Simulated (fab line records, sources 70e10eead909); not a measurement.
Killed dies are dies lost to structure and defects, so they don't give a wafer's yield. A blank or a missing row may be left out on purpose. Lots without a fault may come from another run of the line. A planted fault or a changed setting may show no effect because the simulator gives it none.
Which tool did it? | flow nand_harc | 11 lots, 33 wafers sampled, at 6 steps of a route of 1302

WHAT THE GAUGES READ, wafer by wafer
NHARC_P_ZERO_WELL_CD_MEAS_52: target cd 2000 nm. Usual: cd_nm 1999.0 nm, standard deviation 2.3.
lot  | measured     | on        | cd_nm (nm)           | flag
L408 | day 2 01:31  | cd_sem-02 | 1996.2 1998.8 2000.0 |
L409 | day 2 12:31  | cd_sem-02 | 1998.5 1998.9 2001.5 |
L410 | day 2 21:44  | cd_sem-01 | 1999.6 2002.3 1999.2 |
L412 | day 3 17:31  | cd_sem-03 | 1998.2 1997.2 1998.9 |
L416 | day 5 09:53  | cd_sem-02 | 2001.0 2000.5 2001.1 |
L417 | day 5 19:37  | cd_sem-03 | 1999.2 1997.9 2000.5 |
L419 | day 6 15:44  | cd_sem-03 | 1415.1 1412.3 1413.6 | OFF
L428 | day 10 09:40 | cd_sem-02 | 1991.8 1998.6 1997.2 |
L429 | day 10 19:38 | cd_sem-03 | 1998.7 2001.8 2001.6 |
L430 | day 11 05:37 | cd_sem-01 | 1998.4 1997.0 1998.8 |
L431 | day 11 15:36 | cd_sem-02 | 1999.6 1997.5 1999.2 |

NHARC_END_SORT_01. Usual: killed_at_array 57, standard deviation 20; killed_at_other 1.0, standard deviation 1.5; killed_at_periphery 3.5, standard deviation 2.5; killed_dies 62, standard deviation 21; killed_open 3.5, standard deviation 1.9; killed_short 2.4, standard deviation 1.6.
lot  | measured     | on        | killed_at_array | killed_at_other | killed_at_periphery | killed_dies | killed_open | killed_short | flag
L419 | day 29 08:53 | prober-02 | 62 62 70        | 0 0 0           | 615 615 607         | 677 677 677 | 3 3 1       | 7 2 3        | OFF

WHICH TOOL RAN EACH LOT (tool, then ch and the chambers of the sampled wafers, then the start)
lot  | NHARC_P_ZERO_WELL_ETCH_63       | NHARC_P_ZERO_WELL_DESCUM_26        | NHARC_P_ZERO_WELL_EXPOSE_49       | NHARC_P_GATE_HM_OPEN_105
L408 | rie_si-04 ch 0,2,3, day 1 21:40 | rie_diel-01 ch 0,1,3, day 1 22:40  | krf_scanner-04 ch 0, day 2 01:22  | rie_diel-03 ch 1,2,3, no start
L409 | rie_si-03 ch 0,3, day 2 08:16   | rie_diel-07 ch 0,2,3, day 2 09:23  | krf_scanner-03 ch 0, day 2 12:22  | rie_diel-05 ch 0,2, no start
L410 | rie_si-04 ch 0,1,3, day 2 17:41 | rie_diel-07 ch 0,1, day 2 18:44    | krf_scanner-03 ch 0, day 2 21:35  | rie_diel-02 ch 0,1,3, no start
L412 | rie_si-02 ch 0,3, day 3 13:41   | rie_diel-07 ch 0,3, day 3 14:39    | krf_scanner-01 ch 0, day 3 17:22  | rie_diel-03 ch 0,1,2, no start
L416 | rie_si-03 ch 1,2,3, day 5 06:01 | rie_diel-04 ch 0,2,3, day 5 07:01  | krf_scanner-03 ch 0, day 5 09:44  | rie_diel-05 ch 0,1,3, no start
L417 | rie_si-02 ch 0,2, day 5 15:32   | rie_diel-07 ch 0,1,3, day 5 16:38  | krf_scanner-03 ch 0, day 5 19:28  | rie_diel-05 ch 2,3, no start
L419 | rie_si-04 ch 0,2,3, day 6 11:32 | rie_diel-01 ch 0,1,3, day 6 12:37  | krf_scanner-03 ch 0, day 6 15:35  | -
L428 | rie_si-04 ch 0,3, day 10 05:34  | rie_diel-01 ch 1,2, day 10 06:32   | krf_scanner-01 ch 0, day 10 09:29 | rie_diel-02 ch 0,1,3, no start
L429 | rie_si-03 ch 1,3, day 10 15:42  | rie_diel-04 ch 0,1,3, day 10 16:47 | krf_scanner-01 ch 0, day 10 19:29 | rie_diel-02 ch 2,3, no start
L430 | rie_si-04 ch 0,2, day 11 01:32  | rie_diel-07 ch 1,3, day 11 02:38   | krf_scanner-03 ch 0, day 11 05:27 | rie_diel-02 ch 1,2, no start
L431 | rie_si-04 ch 0,2, day 11 11:40  | rie_diel-01 ch 0,2,3, day 11 12:45 | krf_scanner-03 ch 0, day 11 15:27 | rie_diel-05 ch 0,1,2, no start
- NHARC_P_ZERO_WELL_ETCH_63: etches the open film in HBr/Cl2, target depth 120 nm, time 40.1 s.
- NHARC_P_ZERO_WELL_DESCUM_26: chemistry O2, time 3 s.
- NHARC_P_ZERO_WELL_EXPOSE_49: exposes mask P HVPW, target cd 2000 nm.
- NHARC_P_GATE_HM_OPEN_105: chemistry O2/COS, target depth 360 nm.

WHAT THE TOOLS THEMSELVES READ (means of the sampled wafers that have a number; where no wafer has one, the mark that the record gives instead)
NHARC_P_ZERO_WELL_ETCH_63. Usual: chamber_pressure_mTorr 15.000 mTorr, standard deviation 0.013; drypump_motor_current_A 5.6 A, standard deviation 0.48; oes_product_au 0.999 a.u., standard deviation 0.0089; throttle_valve_pct 26.407 %, standard deviation 0.0082.
lot  | tool      | chamber_pressure_mTorr (mTorr) | drypump_motor_current_A (A) | oes_product_au (a.u.) | throttle_valve_pct (%) | flag
L408 | rie_si-04 | 14.999                         | 5.5                         | 1.007                 | 26.413                 |
L409 | rie_si-03 | 15.000                         | 5.5                         | 0.995                 | 26.402                 |
L410 | rie_si-04 | 14.997                         | 5.7                         | 0.995                 | 26.408                 |
L412 | rie_si-02 | 15.007                         | 5.1                         | 0.997                 | 26.408                 |
L416 | rie_si-03 | 15.004                         | 6.0                         | 0.991                 | 26.405                 |
L417 | rie_si-02 | 15.006                         | 5.0                         | 1.006                 | 26.407                 |
L419 | rie_si-04 | 15.002                         | 5.5                         | 1.010                 | 26.417                 |
L428 | rie_si-04 | 15.012                         | 5.8                         | 0.999                 | 26.403                 |
L429 | rie_si-03 | 14.998                         | 5.9                         | 1.007                 | 26.402                 |
L430 | rie_si-04 | 14.993                         | 5.8                         | 1.011                 | 26.411                 |
L431 | rie_si-04 | 15.001                         | 5.9                         | 1.006                 | 26.412                 |

NHARC_P_ZERO_WELL_DESCUM_26. Usual: chamber_pressure_mTorr 60.00 mTorr, standard deviation 0.054; drypump_motor_current_A 5.7 A, standard deviation 0.38; oes_product_au 1.002 a.u., standard deviation 0.013; rf_vpp_V 57.7 V, standard deviation 0.86; showerhead_plenum_p_Torr 1.91 Torr, standard deviation 0.093; throttle_valve_pct 11.312 %, standard deviation 0.0095.
lot  | tool        | chamber_pressure_mTorr (mTorr) | drypump_motor_current_A (A) | oes_product_au (a.u.) | rf_vpp_V (V) | showerhead_plenum_p_Torr (Torr) | throttle_valve_pct (%) | flag
L408 | rie_diel-01 | 60.01                          | 6.1                         | 1.003                 | 57.4         | 1.88                            | 11.305                 |
L409 | rie_diel-07 | 59.96                          | 5.2                         | 0.997                 | 57.6         | 1.89                            | 11.303                 |
L410 | rie_diel-07 | 60.01                          | 5.4                         | 0.998                 | 57.9         | 1.93                            | 11.310                 |
L412 | rie_diel-07 | 60.02                          | 5.3                         | 0.992                 | 57.7         | 1.86                            | 11.305                 |
L416 | rie_diel-04 | 60.01                          | 5.7                         | 0.996                 | 57.8         | 2.01                            | 11.315                 |
L417 | rie_diel-07 | 59.98                          | 5.5                         | 1.009                 | 57.8         | 1.84                            | 11.307                 |
L419 | rie_diel-01 | 59.93                          | 6.1                         | 1.009                 | 57.9         | 1.87                            | 11.309                 |
L428 | rie_diel-01 | 59.98                          | 6.1                         | 1.001                 | 56.8         | 1.84                            | 11.315                 |
L429 | rie_diel-04 | 60.02                          | 5.6                         | 0.991                 | 58.3         | 2.02                            | 11.309                 |
L430 | rie_diel-07 | 60.02                          | 5.7                         | 0.993                 | 59.2         | 2.06                            | 11.312                 |
L431 | rie_diel-01 | 59.97                          | 5.9                         | 1.003                 | 58.0         | 1.91                            | 11.322                 |

NHARC_P_ZERO_WELL_EXPOSE_49. Usual: reticle_temp_C 23.01 C, standard deviation 0.1.
lot  | tool           | reticle_temp_C (C) | flag
L408 | krf_scanner-04 | 23.09              |
L409 | krf_scanner-03 | 23.14              |
L410 | krf_scanner-03 | 23.16              |
L412 | krf_scanner-01 | 23.04              |
L416 | krf_scanner-03 | 23.08              |
L417 | krf_scanner-03 | 22.86              |
L419 | krf_scanner-03 | 22.91              |
L428 | krf_scanner-01 | 22.96              |
L429 | krf_scanner-01 | 23.11              |
L430 | krf_scanner-03 | 23.00              |
L431 | krf_scanner-03 | 23.01              |

NHARC_P_GATE_HM_OPEN_105. Usual: chamber_pressure_mTorr 19.999 mTorr, standard deviation 0.02; drypump_motor_current_A 5.6 A, standard deviation 0.35; oes_product_au 0.997 a.u., standard deviation 0.011; rf_vpp_V 468.0 V, standard deviation 2.7; showerhead_plenum_p_Torr 3.16 Torr, standard deviation 0.12; throttle_valve_pct 28.330 %, standard deviation 0.0097.
lot  | tool        | chamber_pressure_mTorr (mTorr) | drypump_motor_current_A (A) | oes_product_au (a.u.) | rf_vpp_V (V) | showerhead_plenum_p_Torr (Torr) | throttle_valve_pct (%) | flag
L408 | rie_diel-03 | 19.994                         | 5.9                         | 0.996                 | 466.5        | 3.11                            | 28.327                 |
L409 | rie_diel-05 | 20.019                         | 5.5                         | 1.008                 | 466.7        | 3.12                            | 28.320                 |
L410 | rie_diel-02 | 19.996                         | 5.5                         | 1.001                 | 468.2        | 3.14                            | 28.336                 |
L412 | rie_diel-03 | 19.985                         | 5.9                         | 1.001                 | 467.8        | 3.14                            | 28.328                 |
L416 | rie_diel-05 | 20.001                         | 5.6                         | 0.993                 | 470.1        | 3.26                            | 28.329                 |
L417 | rie_diel-05 | 20.020                         | 6.0                         | 1.001                 | 467.9        | 3.15                            | 28.336                 |
L428 | rie_diel-02 | 19.984                         | 5.5                         | 1.005                 | 467.1        | 3.13                            | 28.335                 |
L429 | rie_diel-02 | 20.011                         | 5.3                         | 1.010                 | 465.4        | 3.06                            | 28.334                 |
L430 | rie_diel-02 | 19.991                         | 5.4                         | 1.013                 | 466.5        | 3.06                            | 28.324                 |
L431 | rie_diel-05 | 19.991                         | 5.4                         | 0.991                 | 468.9        | 3.19                            | 28.319                 |

THE ANSWER, worked out from the rows above alone
Rule: a lot is off if the mean of its wafers that have a number lies more than 3 standard deviations from the usual mean. A lot without any number at a reading at which 4 lots or more have one is off too. The other lots that the step has rows for count as sound. The gauges are gone through in route order, then the tools' own readings, and for those a lot's mean is taken as printed above. The first step at which some lot is off is used, and at that step the reading that is off furthest; a lot without a number counts as furthest.
Off: L419, at NHARC_P_ZERO_WELL_CD_MEAS_52 (cd_nm).
A tool fits if, at a process step before that reading, it ran every lot that is off, and no sound lot after the first of them. The gauges at NHARC_P_ZERO_WELL_CD_MEAS_52 aren't tried: what is off there is off at NHARC_END_SORT_01 too, on other tools, and a gauge's error can't cause that. None of those tried fits.

WHAT THE SIMULATOR HAD PUT IN
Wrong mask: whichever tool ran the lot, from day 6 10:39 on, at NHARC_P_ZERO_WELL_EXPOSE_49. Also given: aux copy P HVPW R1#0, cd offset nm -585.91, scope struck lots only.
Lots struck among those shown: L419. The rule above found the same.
